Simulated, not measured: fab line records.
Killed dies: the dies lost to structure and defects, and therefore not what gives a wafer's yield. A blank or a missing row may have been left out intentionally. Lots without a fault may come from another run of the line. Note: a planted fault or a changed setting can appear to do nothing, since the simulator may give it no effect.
Which tool was responsible? | flow nandHarc | Sampling: 21 lots, 63 wafers, 6 of 1159 route steps

WHAT THE GAUGES READ, wafer by wafer
The record lacks any reading of a measuring or inspecting step that a usual standard deviation could be used to judge.

EACH LOT AND THE TOOL THAT RAN IT (in order: tool; ch and the chambers of the sampled wafers; start)
lot  | NHARC_A_CHANNEL_HOLE_D1_ETCH_26 | NHARC_A_CHANNEL_HOLE_D1_ETCH_44   | NHARC_A_STAIRCASE_ETCH_170    | NHARC_A_STAIRCASE_TRIM_16     | NHARC_A_STAIRCASE_TRIM_22     | NHARC_A_STAIRCASE_ETCH_23
L074 | harEtch-01 ch 0,1, day 8 18:31  | rieDiel-12 ch 0,1, day 8 19:26    | rieDiel-11 ch 0,1,3, no start | rieDiel-05 ch 2,3, no start   | rieDiel-05 ch 0,1,3, no start | rieDiel-05 ch 0,1,3, no start
L075 | harEtch-02 ch 0,1, day 9 03:16  | rieDiel-12 ch 0,3, day 9 04:08    | rieDiel-11 ch 0,3, no start   | rieDiel-11 ch 0,1,3, no start | rieDiel-11 ch 1,2,3, no start | rieDiel-11 ch 0,1,2, no start
L076 | harEtch-01 ch 1, day 9 03:34    | rieDiel-01 ch 2,3, day 9 04:30    | rieDiel-02 ch 0,1,3, no start | rieDiel-05 ch 1,2,3, no start | rieDiel-05 ch 0,1,3, no start | rieDiel-05 ch 0,1,3, no start
L078 | harEtch-01 ch 0,1, day 9 09:55  | rieDiel-13 ch 0,1,2, day 9 11:10  | rieDiel-02 ch 0,1, no start   | rieDiel-11 ch 0,2,3, no start | rieDiel-11 ch 2,3, no start   | rieDiel-11 ch 0,3, no start
L079 | harEtch-02 ch 0, day 9 16:49    | rieDiel-01 ch 0,1,3, day 9 18:02  | rieDiel-11 ch 0,2, no start   | rieDiel-05 ch 1,2, no start   | rieDiel-11 ch 0,1,3, no start | rieDiel-11 ch 0,2, no start
L081 | harEtch-02 ch 0,1, day 10 09:50 | rieDiel-12 ch 1,2,3, day 10 10:45 | rieDiel-05 ch 0,2,3, no start | rieDiel-11 ch 1,2,3, no start | rieDiel-11 ch 0,1,3, no start | rieDiel-11 ch 0,1,2, no start
L082 | harEtch-01 ch 0,1, day 10 09:56 | rieDiel-01 ch 0,1,3, day 10 10:52 | rieDiel-11 ch 0,3, no start   | rieDiel-02 ch 0,3, no start   | rieDiel-02 ch 0,2, no start   | rieDiel-02 ch 0,1,3, no start
L083 | harEtch-01 ch 0,1, day 10 14:14 | rieDiel-13 ch 1,2,3, day 10 15:10 | rieDiel-05 ch 0,1, no start   | rieDiel-11 ch 0,2,3, no start | rieDiel-11 ch 0,1,3, no start | rieDiel-11 ch 1,2, no start
L084 | harEtch-02 ch 0,1, day 11 01:19 | rieDiel-01 ch 1,2,3, day 11 02:16 | rieDiel-11 ch 0,2,3, no start | rieDiel-05 ch 1,2,3, no start | rieDiel-05 ch 2,3, no start   | rieDiel-05 ch 1,3, no start
L085 | harEtch-01 ch 0,1, day 11 02:36 | rieDiel-13 ch 1,2,3, day 11 03:33 | rieDiel-02 ch 0,3, no start   | rieDiel-02 ch 0,2,3, no start | rieDiel-02 ch 0,1,3, no start | rieDiel-02 ch 1,3, no start
L087 | harEtch-02 ch 0,1, day 11 12:19 | rieDiel-01 ch 0,1, day 11 13:12   | rieDiel-05 ch 1,2, no start   | rieDiel-05 ch 0,2,3, no start | rieDiel-11 ch 1,3, no start   | rieDiel-11 ch 0,2,3, no start
L086 | harEtch-01 ch 0,1, day 11 22:24 | rieDiel-12 ch 0,2,3, day 11 23:21 | rieDiel-02 ch 0,1,2, no start | rieDiel-11 ch 0,1,3, no start | rieDiel-11 ch 0,1,3, no start | rieDiel-11 ch 1,2,3, no start
L089 | harEtch-02 ch 0,1, day 12 04:49 | rieDiel-13 ch 0,1,2, day 12 05:43 | rieDiel-02 ch 0,1,2, no start | rieDiel-02 ch 0,1,2, no start | rieDiel-02 ch 1,3, no start   | rieDiel-02 ch 0,1,3, no start
L088 | harEtch-01 ch 0,1, day 12 05:17 | rieDiel-01 ch 1,3, day 12 06:17   | rieDiel-02 ch 0,1,3, no start | rieDiel-11 ch 1,2, no start   | rieDiel-11 ch 0,2, no start   | rieDiel-11 ch 0,1,2, no start
L091 | harEtch-01 ch 0,1, day 12 14:57 | rieDiel-01 ch 0,2,3, day 12 15:52 | rieDiel-05 ch 0,1,3, no start | rieDiel-05 ch 1,2,3, no start | rieDiel-05 ch 0,1,2, no start | rieDiel-05 ch 1,3, no start
L092 | harEtch-02 ch 1, day 12 15:44   | rieDiel-12 ch 0,1,3, day 12 16:38 | rieDiel-05 ch 2,3, no start   | rieDiel-11 ch 0,1, no start   | rieDiel-11 ch 0,1,2, no start | rieDiel-11 ch 0,2, no start
L090 | harEtch-01 ch 0, day 12 19:04   | rieDiel-12 ch 0,1,2, day 12 20:01 | rieDiel-05 ch 2,3, no start   | rieDiel-05 ch 0,2,3, no start | rieDiel-02 ch 0,2,3, no start | rieDiel-02 ch 0,3, no start
L094 | harEtch-01 ch 0,1, day 13 05:04 | rieDiel-12 ch 1,2,3, day 13 06:01 | rieDiel-02 ch 0,2,3, no start | rieDiel-02 ch 1,2,3, no start | rieDiel-11 ch 0,1,3, no start | rieDiel-11 ch 0,1,2, no start
L093 | harEtch-02 ch 0,1, day 13 05:56 | rieDiel-13 ch 0,1,2, day 13 06:54 | rieDiel-02 ch 1,2, no start   | rieDiel-02 ch 0,1,2, no start | rieDiel-02 ch 0,1, no start   | rieDiel-02 ch 0,2, no start
L095 | harEtch-02 ch 0,1, day 13 11:55 | rieDiel-12 ch 1,2, day 13 12:50   | rieDiel-02 ch 0,1,3, no start | rieDiel-11 ch 0,3, no start   | rieDiel-11 ch 0,2,3, no start | rieDiel-11 ch 0,3, no start
L097 | harEtch-02 ch 0,1, day 14 12:02 | rieDiel-01 ch 1,2, day 14 12:59   | rieDiel-02 ch 1,2,3, no start | rieDiel-02 ch 1,2,3, no start | rieDiel-02 ch 0,1,3, no start | rieDiel-02 ch 1,2, no start
- NHARC_A_CHANNEL_HOLE_D1_ETCH_26: etches the open film in C4F8/O2/Ar, time 224.1 s, target depth 300 nm.
- NHARC_A_CHANNEL_HOLE_D1_ETCH_44: etches the open film in CF4/O2, target depth 140 nm, overetch 14 nm, time 77 s.
- NHARC_A_STAIRCASE_ETCH_170: etches the open film in C4F6/O2, target depth 200 nm, time 66.667 s.
- NHARC_A_STAIRCASE_TRIM_16: chemistry O2, time 211.2 s.
- NHARC_A_STAIRCASE_TRIM_22: chemistry O2, time 211.2 s.
- NHARC_A_STAIRCASE_ETCH_23: etches the open film in C4F8/O2, target depth 100 nm, time 40.5 s.

WHAT THE TOOLS THEMSELVES READ (means of the sampled wafers that have a number; where no wafer has one, the mark that the record gives instead)
NHARC_A_CHANNEL_HOLE_D1_ETCH_26. Usual: c4f8FlowSccm 11.40 sccm, standard deviation 0.036; drypumpMotorCurrentA 5.6 A, standard deviation 0.54; showerheadPlenumPTorr 3.75 Torr, standard deviation 0.067; throttleValvePct 24.583 %, standard deviation 0.0093.
lot  | tool       | c4f8FlowSccm (sccm) | drypumpMotorCurrentA (A) | showerheadPlenumPTorr (Torr) | throttleValvePct (%) | flag
L074 | harEtch-01 | 11.38               | 5.5                      | 3.82                         | 24.595               | 
L075 | harEtch-02 | 11.39               | 5.5                      | 3.75                         | 24.578               | 
L076 | harEtch-01 | 11.44               | 5.7                      | 3.86                         | 24.581               | 
L078 | harEtch-01 | 11.40               | 5.5                      | 3.82                         | 24.584               | 
L079 | harEtch-02 | 11.36               | 5.0                      | 3.78                         | 24.590               | 
L081 | harEtch-02 | 11.40               | 5.5                      | 3.74                         | 24.582               | 
L082 | harEtch-01 | 11.38               | 5.5                      | 3.81                         | 24.596               | 
L083 | harEtch-01 | 11.36               | 5.5                      | 3.81                         | 24.589               | 
L084 | harEtch-02 | 11.42               | 5.5                      | 3.74                         | 24.587               | 
L085 | harEtch-01 | 11.41               | 5.5                      | 3.81                         | 24.580               | 
L087 | harEtch-02 | 11.43               | 5.9                      | 3.70                         | 24.581               | 
L086 | harEtch-01 | 11.36               | 5.4                      | 3.75                         | 24.589               | 
L089 | harEtch-02 | 11.40               | 5.5                      | 3.73                         | 24.583               | 
L088 | harEtch-01 | 11.38               | 5.3                      | 3.75                         | 24.583               | 
L091 | harEtch-01 | 11.42               | 5.3                      | 3.75                         | 24.580               | 
L092 | harEtch-02 | 11.43               | 6.4                      | 3.67                         | 24.579               | 
L090 | harEtch-01 | 11.41               | 5.2                      | 3.70                         | 24.584               | 
L094 | harEtch-01 | 11.37               | 5.5                      | 3.79                         | 24.585               | 
L093 | harEtch-02 | 11.40               | 5.9                      | 3.69                         | 24.583               | 
L095 | harEtch-02 | 11.42               | 5.9                      | 3.69                         | 24.590               | 
L097 | harEtch-02 | 11.42               | 5.9                      | 3.69                         | 24.585               | 

NHARC_A_CHANNEL_HOLE_D1_ETCH_44. Usual: drypumpMotorCurrentA 5.8 A, standard deviation 0.46; oes_f_703_au 1.000 a.u., standard deviation 0.0049; oesProductAu 0.999 a.u., standard deviation 0.0099; rfVppV 198.3 V, standard deviation 1.4; showerheadPlenumPTorr 1.36 Torr, standard deviation 0.053; throttleValvePct 13.397 %, standard deviation 0.0089.
lot  | tool       | drypumpMotorCurrentA (A) | oes_f_703_au (a.u.) | oesProductAu (a.u.) | rfVppV (V) | showerheadPlenumPTorr (Torr) | throttleValvePct (%) | flag
L074 | rieDiel-12 | 5.3                      | 0.998               | 1.013               | 198.7      | 1.37                         | 13.390               | 
L075 | rieDiel-12 | 5.1                      | 0.996               | 1.010               | 199.0      | 1.38                         | 13.403               | 
L076 | rieDiel-01 | 6.0                      | 0.996               | 0.996               | 199.0      | 1.35                         | 13.396               | 
L078 | rieDiel-13 | 5.6                      | 1.003               | 0.983               | 197.8      | 1.36                         | 13.399               | 
L079 | rieDiel-01 | 6.0                      | 1.002               | 1.003               | 198.1      | 1.34                         | 13.399               | 
L081 | rieDiel-12 | 5.9                      | 1.000               | 1.004               | 196.6      | 1.32                         | 13.401               | 
L082 | rieDiel-01 | 6.0                      | 1.002               | 0.991               | 198.4      | 1.34                         | 13.397               | 
L083 | rieDiel-13 | 6.0                      | 0.994               | 0.999               | 199.2      | 1.37                         | 13.394               | 
L084 | rieDiel-01 | 6.0                      | 1.001               | 1.002               | 198.1      | 1.34                         | 13.389               | 
L085 | rieDiel-13 | 6.0                      | 1.002               | 0.993               | 199.9      | 1.37                         | 13.403               | 
L087 | rieDiel-01 | 6.0                      | 1.002               | 0.995               | 199.8      | 1.38                         | 13.399               | 
L086 | rieDiel-12 | 5.5                      | 1.001               | 1.002               | 197.2      | 1.35                         | 13.394               | 
L089 | rieDiel-13 | 5.6                      | 1.003               | 0.998               | 198.7      | 1.36                         | 13.395               | 
L088 | rieDiel-01 | 5.9                      | 1.000               | 0.991               | 196.3      | 1.28                         | 13.398               | 
L091 | rieDiel-01 | 6.0                      | 0.998               | 1.001               | 198.5      | 1.36                         | 13.399               | 
L092 | rieDiel-12 | 5.5                      | 0.999               | 1.000               | 198.1      | 1.35                         | 13.398               | 
L090 | rieDiel-12 | 5.7                      | 0.997               | 0.990               | 197.7      | 1.34                         | 13.401               | 
L094 | rieDiel-12 | 5.9                      | 1.001               | 0.999               | 199.0      | 1.32                         | 13.396               | 
L093 | rieDiel-13 | 5.6                      | 0.998               | 0.999               | 198.5      | 1.36                         | 13.396               | 
L095 | rieDiel-12 | 6.1                      | 0.993               | 0.998               | 197.0      | 1.31                         | 13.400               | 
L097 | rieDiel-01 | 6.0                      | 1.002               | 0.989               | 198.5      | 1.39                         | 13.408               | 

NHARC_A_STAIRCASE_ETCH_170. Usual: drypumpMotorCurrentA 5.67 A, standard deviation 0.3; oesProductAu 0.972 a.u., standard deviation 0.017; rfVppV 546 V, standard deviation 3.3; showerheadPlenumPTorr 3.87 Torr, standard deviation 0.15; throttleValvePct 26.903 %, standard deviation 0.0086.
lot  | tool       | drypumpMotorCurrentA (A) | oesProductAu (a.u.) | rfVppV (V) | showerheadPlenumPTorr (Torr) | throttleValvePct (%) | flag
L074 | rieDiel-11 | 5.71                     | 0.989               | 545        | 3.85                         | 26.906               | 
L075 | rieDiel-11 | 5.90                     | 0.978               | 546        | 3.87                         | 26.896               | 
L076 | rieDiel-02 | 5.60                     | 0.983               | 545        | 3.84                         | 26.902               | 
L078 | rieDiel-02 | 5.72                     | 0.977               | 545        | 3.81                         | 26.906               | 
L079 | rieDiel-11 | 6.01                     | 0.975               | 543        | 3.76                         | 26.904               | 
L081 | rieDiel-05 | 5.55                     | 0.952               | 547        | 3.94                         | 26.910               | 
L082 | rieDiel-11 | 5.90                     | 0.988               | 544        | 3.86                         | 26.912               | 
L083 | rieDiel-05 | 5.67                     | 0.977               | 547        | 3.93                         | 26.904               | 
L084 | rieDiel-11 | 5.83                     | 0.961               | 546        | 3.86                         | 26.910               | 
L085 | rieDiel-02 | 5.30                     | 0.972               | 544        | 3.75                         | 26.905               | 
L087 | rieDiel-05 | 5.57                     | 0.972               | 547        | 3.98                         | 26.905               | 
L086 | rieDiel-02 | 5.67                     | 0.980               | 542        | 3.74                         | 26.899               | 
L089 | rieDiel-02 | 5.66                     | 0.980               | 542        | 3.74                         | 26.901               | 
L088 | rieDiel-02 | 5.61                     | 0.974               | 545        | 3.82                         | 26.898               | 
L091 | rieDiel-05 | 5.63                     | 0.944               | 547        | 3.94                         | 26.894               | 
L092 | rieDiel-05 | 5.52                     | 0.959               | 548        | 4.00                         | 26.902               | 
L090 | rieDiel-05 | 5.51                     | 0.948               | 547        | 4.00                         | 26.909               | 
L094 | rieDiel-02 | 5.52                     | 0.982               | 548        | 3.95                         | 26.899               | 
L093 | rieDiel-02 | 5.96                     | 0.986               | 545        | 3.81                         | 26.893               | 
L095 | rieDiel-02 | 5.58                     | 0.978               | 549        | 4.01                         | 26.901               | 
L097 | rieDiel-02 | 5.84                     | 0.984               | 545        | 3.83                         | 26.896               | 

NHARC_A_STAIRCASE_TRIM_16. Usual: drypumpMotorCurrentA 5.68 A, standard deviation 0.28; oesProductAu 1.002 a.u., standard deviation 0.0093; rfVppV 57.6 V, standard deviation 0.9; showerheadPlenumPTorr 3.49 Torr, standard deviation 0.14; throttleValvePct 17.038 %, standard deviation 0.009.
lot  | tool       | drypumpMotorCurrentA (A) | oesProductAu (a.u.) | rfVppV (V) | showerheadPlenumPTorr (Torr) | throttleValvePct (%) | flag
L074 | rieDiel-05 | 5.54                     | 0.994               | 59.5       | 3.64                         | 17.041               | 
L075 | rieDiel-11 | 5.71                     | 1.007               | 57.9       | 3.46                         | 17.042               | 
L076 | rieDiel-05 | 5.59                     | 0.997               | 57.7       | 3.62                         | 17.048               | 
L078 | rieDiel-11 | 5.83                     | 1.009               | 57.7       | 3.48                         | 17.037               | 
L079 | rieDiel-05 | 5.56                     | 1.001               | 57.7       | 3.59                         | 17.032               | 
L081 | rieDiel-11 | 5.65                     | 0.998               | 57.2       | 3.46                         | 17.036               | 
L082 | rieDiel-02 | 5.28                     | 1.004               | 57.6       | 3.37                         | 17.040               | 
L083 | rieDiel-11 | 5.84                     | 1.004               | 58.0       | 3.47                         | 17.045               | 
L084 | rieDiel-05 | 5.58                     | 1.001               | 58.3       | 3.61                         | 17.035               | 
L085 | rieDiel-02 | 5.55                     | 1.004               | 57.6       | 3.39                         | 17.039               | 
L087 | rieDiel-05 | 5.56                     | 0.994               | 57.3       | 3.54                         | 17.044               | 
L086 | rieDiel-11 | 5.71                     | 0.993               | 57.2       | 3.45                         | 17.038               | 
L089 | rieDiel-02 | 5.67                     | 1.021               | 57.4       | 3.36                         | 17.038               | 
L088 | rieDiel-11 | 5.73                     | 0.996               | 56.5       | 3.33                         | 17.035               | 
L091 | rieDiel-05 | 5.58                     | 0.999               | 57.2       | 3.61                         | 17.027               | 
L092 | rieDiel-11 | 5.81                     | 1.006               | 57.1       | 3.33                         | 17.036               | 
L090 | rieDiel-05 | 5.53                     | 1.000               | 58.0       | 3.53                         | 17.036               | 
L094 | rieDiel-02 | 5.87                     | 1.001               | 57.8       | 3.44                         | 17.038               | 
L093 | rieDiel-02 | 5.65                     | 0.998               | 57.7       | 3.54                         | 17.045               | 
L095 | rieDiel-11 | 5.88                     | 1.015               | 56.9       | 3.46                         | 17.036               | 
L097 | rieDiel-02 | 5.85                     | 0.992               | 57.3       | 3.44                         | 17.034               | 

NHARC_A_STAIRCASE_TRIM_22. Usual: drypumpMotorCurrentA 5.69 A, standard deviation 0.29; oesProductAu 1.000 a.u., standard deviation 0.0095; rfVppV 57.7 V, standard deviation 0.86; showerheadPlenumPTorr 3.47 Torr, standard deviation 0.15; throttleValvePct 17.037 %, standard deviation 0.0092.
lot  | tool       | drypumpMotorCurrentA (A) | oesProductAu (a.u.) | rfVppV (V) | showerheadPlenumPTorr (Torr) | throttleValvePct (%) | flag
L074 | rieDiel-05 | 5.62                     | 0.994               | 57.4       | 3.56                         | 17.046               | 
L075 | rieDiel-11 | 5.66                     | 1.000               | 57.9       | 3.46                         | 17.036               | 
L076 | rieDiel-05 | 5.62                     | 0.999               | 57.1       | 3.55                         | 17.037               | 
L078 | rieDiel-11 | 5.76                     | 0.994               | 58.5       | 3.48                         | 17.041               | 
L079 | rieDiel-11 | 5.71                     | 0.993               | 57.1       | 3.46                         | 17.036               | 
L081 | rieDiel-11 | 5.72                     | 0.996               | 57.7       | 3.46                         | 17.028               | 
L082 | rieDiel-02 | 5.35                     | 1.005               | 56.9       | 3.30                         | 17.034               | 
L083 | rieDiel-11 | 5.73                     | 0.992               | 57.4       | 3.45                         | 17.031               | 
L084 | rieDiel-05 | 5.51                     | 0.992               | 58.3       | 3.61                         | 17.049               | 
L085 | rieDiel-02 | 5.61                     | 1.012               | 57.6       | 3.44                         | 17.035               | 
L087 | rieDiel-11 | 5.55                     | 0.996               | 57.7       | 3.43                         | 17.031               | 
L086 | rieDiel-11 | 5.71                     | 0.997               | 57.6       | 3.45                         | 17.028               | 
L089 | rieDiel-02 | 5.80                     | 1.012               | 57.8       | 3.53                         | 17.041               | 
L088 | rieDiel-11 | 6.02                     | 0.994               | 58.2       | 3.36                         | 17.034               | 
L091 | rieDiel-05 | 5.61                     | 0.997               | 57.8       | 3.52                         | 17.042               | 
L092 | rieDiel-11 | 5.92                     | 0.990               | 56.9       | 3.35                         | 17.036               | 
L090 | rieDiel-02 | 5.53                     | 1.007               | 57.7       | 3.56                         | 17.035               | 
L094 | rieDiel-11 | 5.72                     | 0.995               | 57.6       | 3.44                         | 17.035               | 
L093 | rieDiel-02 | 5.41                     | 1.014               | 58.5       | 3.70                         | 17.033               | 
L095 | rieDiel-11 | 5.83                     | 1.005               | 57.8       | 3.46                         | 17.037               | 
L097 | rieDiel-02 | 5.60                     | 1.004               | 57.5       | 3.60                         | 17.036               | 

NHARC_A_STAIRCASE_ETCH_23. Usual: oesProductAu 0.944 a.u., standard deviation 0.012; rfVppV 894 V, standard deviation 5.4.
lot  | tool       | oesProductAu (a.u.) | rfVppV (V) | flag
L074 | rieDiel-05 | 0.948               | 897        | 
L075 | rieDiel-11 | 0.945               | 889        | 
L076 | rieDiel-05 | 0.930               | 897        | 
L078 | rieDiel-11 | 0.931               | 897        | 
L079 | rieDiel-11 | 0.959               | 890        | 
L081 | rieDiel-11 | 0.931               | 890        | 
L082 | rieDiel-02 | 0.945               | 893        | 
L083 | rieDiel-11 | 0.928               | 888        | 
L084 | rieDiel-05 | 0.946               | 900        | 
L085 | rieDiel-02 | 0.949               | 896        | 
L087 | rieDiel-11 | 0.956               | 894        | 
L086 | rieDiel-11 | 0.941               | 893        | 
L089 | rieDiel-02 | 0.951               | 892        | 
L088 | rieDiel-11 | 0.936               | 891        | 
L091 | rieDiel-05 | 0.946               | 899        | 
L092 | rieDiel-11 | 0.950               | 890        | 
L090 | rieDiel-02 | 0.965               | 900        | 
L094 | rieDiel-11 | 0.938               | 890        | 
L093 | rieDiel-02 | 0.944               | 900        | 
L095 | rieDiel-11 | 0.948               | 897        | 
L097 | rieDiel-02 | 0.953               | 890        | 

THE ANSWER, worked out from the rows above alone
Rule: take the mean of a lot's wafers that have a number; if it is more than 3 standard deviations from the usual mean, the lot is off. A lot without any number at a reading at which 4 lots or more have one is off too. Any other lot the step has rows for is counted as sound. First the gauges in route order, then the tools' own readings, where a lot's mean is used as printed above. At the first step where some lot is off, the reading lying furthest off is the one used; lots without a number count as furthest.
Across all readings shown, no lot is off: no conclusion can be drawn from this.

WHAT THE SIMULATOR PUT IN
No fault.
